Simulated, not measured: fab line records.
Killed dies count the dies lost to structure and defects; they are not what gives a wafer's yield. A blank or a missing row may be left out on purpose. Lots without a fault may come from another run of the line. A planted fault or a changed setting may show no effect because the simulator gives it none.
Chamber matching / flow nand-harc / NHARC_A_STAIRCASE_TRIM_229 on rie-diel-04 has 4 sister chambers
The step chemistry O2, time 211.2 s. 8 wafers are shown with their chamber, then 7 later ones without.

== WAFERS WITH THEIR CHAMBER ==
wafer=L082.1; chamber=2; drypump-motor-current-A (A)=5.6; showerhead-plenum-p-Torr (Torr)=3.29
wafer=L082.4; chamber=1; drypump-motor-current-A (A)=6.2; showerhead-plenum-p-Torr (Torr)=3.81
wafer=L082.5; chamber=3; drypump-motor-current-A (A)=6.1; showerhead-plenum-p-Torr (Torr)=3.69
wafer=L084.1; chamber=0; drypump-motor-current-A (A)=6.0; showerhead-plenum-p-Torr (Torr)=3.60
wafer=L084.2; chamber=2; drypump-motor-current-A (A)=5.6; showerhead-plenum-p-Torr (Torr)=3.29
wafer=L084.3; chamber=1; drypump-motor-current-A (A)=6.2; showerhead-plenum-p-Torr (Torr)=3.81
wafer=L086.1; chamber=3; drypump-motor-current-A (A)=6.0; showerhead-plenum-p-Torr (Torr)=3.69
wafer=L086.2; chamber=0; drypump-motor-current-A (A)=5.9; showerhead-plenum-p-Torr (Torr)=3.59

== WAFERS MISSING THEIR CHAMBER ==
wafer=L086.6; drypump-motor-current-A (A)=6.1; showerhead-plenum-p-Torr (Torr)=3.69
wafer=L093.1; drypump-motor-current-A (A)=6.2; showerhead-plenum-p-Torr (Torr)=3.79
wafer=L093.3; drypump-motor-current-A (A)=6.0; showerhead-plenum-p-Torr (Torr)=3.59
wafer=L093.6; drypump-motor-current-A (A)=5.6; showerhead-plenum-p-Torr (Torr)=3.28
wafer=L097.2; drypump-motor-current-A (A)=6.1; showerhead-plenum-p-Torr (Torr)=3.68
wafer=L097.4; drypump-motor-current-A (A)=6.0; showerhead-plenum-p-Torr (Torr)=3.58
wafer=L097.5; drypump-motor-current-A (A)=6.0; showerhead-plenum-p-Torr (Torr)=3.68

== THE CHAMBER EACH PASSED THROUGH ==
wafer=L086.6; from the rows above=3; in truth=3
wafer=L093.1; from the rows above=1; in truth=1
wafer=L093.3; from the rows above=0; in truth=0
wafer=L093.6; from the rows above=2; in truth=2
wafer=L097.2; from the rows above=3; in truth=3
wafer=L097.4; from the rows above=0; in truth=0
wafer=L097.5; from the rows above=3; in truth=3
Correctly placed: 7 of 7. From these rows, 0 cannot be placed. Wrongly placed: 0.
How it was worked out, from the rows above alone: a wafer's distance from a chamber is the root of the sum, over the readings, of the square of ((its reading less the chamber's mean) divided by the reading's scatter). If the next closest chamber is less than 2 further off than the closest, the wafer can't be placed; otherwise it belongs to the closest. For every chamber, the mean is computed from those of its wafers that are shown. The scatter: the root of (the sum of the squares of (reading less its chamber's mean) over the shown wafers, divided by (wafers less chambers)).
